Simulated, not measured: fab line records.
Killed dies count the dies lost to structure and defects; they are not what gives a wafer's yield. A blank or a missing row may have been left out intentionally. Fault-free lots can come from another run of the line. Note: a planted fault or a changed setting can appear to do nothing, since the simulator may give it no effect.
Chamber matching    flow n5Finfet    4 sister chambers for N5_BEOL_M10_ETCH_61 on rieDiel-06
The step etches SiARC in CF4, target depth 39 nm, time 65 s. 16 wafers are shown with their chamber, then 8 later ones without.

WAFERS, EACH WITH ITS CHAMBER
wafer   chamber  oesProductAu (a.u.)  throttleValvePct (%)  etchRfOnTimeS (s)
L080.1  0        0.58                 16.09                 67.3
L080.3  3        0.62                 15.85                 65.1
L080.5  3        0.61                 15.83                 65.9
L082.1  2        0.58                 15.83                 65.2
L082.4  1        0.78                 15.48                 63.8
L082.5  0        0.57                 16.10                 66.9
L084.2  1        0.78                 15.51                 63.6
L084.5  0        0.57                 16.11                 67.3
L084.6  1        0.78                 15.49                 64.1
L087.2  3        0.62                 15.89                 64.9
L087.3  1        0.77                 15.49                 64.1
L087.6  3        0.61                 15.87                 65.4
L089.1  3        0.61                 15.87                 65.8
L089.4  2        0.57                 15.86                 65.9
L089.6  3        0.61                 15.89                 65.3
L091.2  2        0.57                 15.86                 65.8

SIGNATURES (means of the wafers above)
reading           chamber 0  chamber 1  chamber 2  chamber 3  scatter within a chamber
oesProductAu      0.5733     0.7775     0.5733     0.6133     0.00534
throttleValvePct  16.1000    15.4925    15.8500    15.8667    0.0183
etchRfOnTimeS     67.167     63.900     65.633     65.400     0.333
Rule: for a wafer and a chamber, the distance is found by dividing, reading by reading, the gap between the wafer's reading and the chamber's mean by the reading's scatter, squaring, summing and taking the root. The wafer belongs to the nearest chamber; if the next one is less than 2 further off, it can't be placed. The scatter: the root of (the sum of the squares of (reading less its chamber's mean) over the shown wafers, divided by (wafers less chambers)).

WAFERS WHOSE CHAMBER IS MISSING
wafer   oesProductAu (a.u.)  throttleValvePct (%)  etchRfOnTimeS (s)
L091.5  0.76                 15.52                 64.7
L091.6  0.61                 15.89                 65.0
L096.1  0.84                 15.58                 63.1
L096.2  0.60                 15.91                 65.1
L096.5  0.84                 15.59                 63.6
L097.3  0.81                 15.61                 63.5
L097.4  0.85                 15.37                 62.9
L097.5  0.80                 15.63                 63.4

WHICH CHAMBER EACH WENT THROUGH
wafer    from the rows above   in truth
L091.5   1                     1
L091.6   3                     3
L096.1   1                     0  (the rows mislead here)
L096.2   3                     3
L096.5   1                     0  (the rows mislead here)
L097.3   1                     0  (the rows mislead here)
L097.4   1                     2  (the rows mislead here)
L097.5   1                     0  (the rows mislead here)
Correctly placed: 3 of 8. Not placeable from these rows: 0. Wrongly placed: 5.
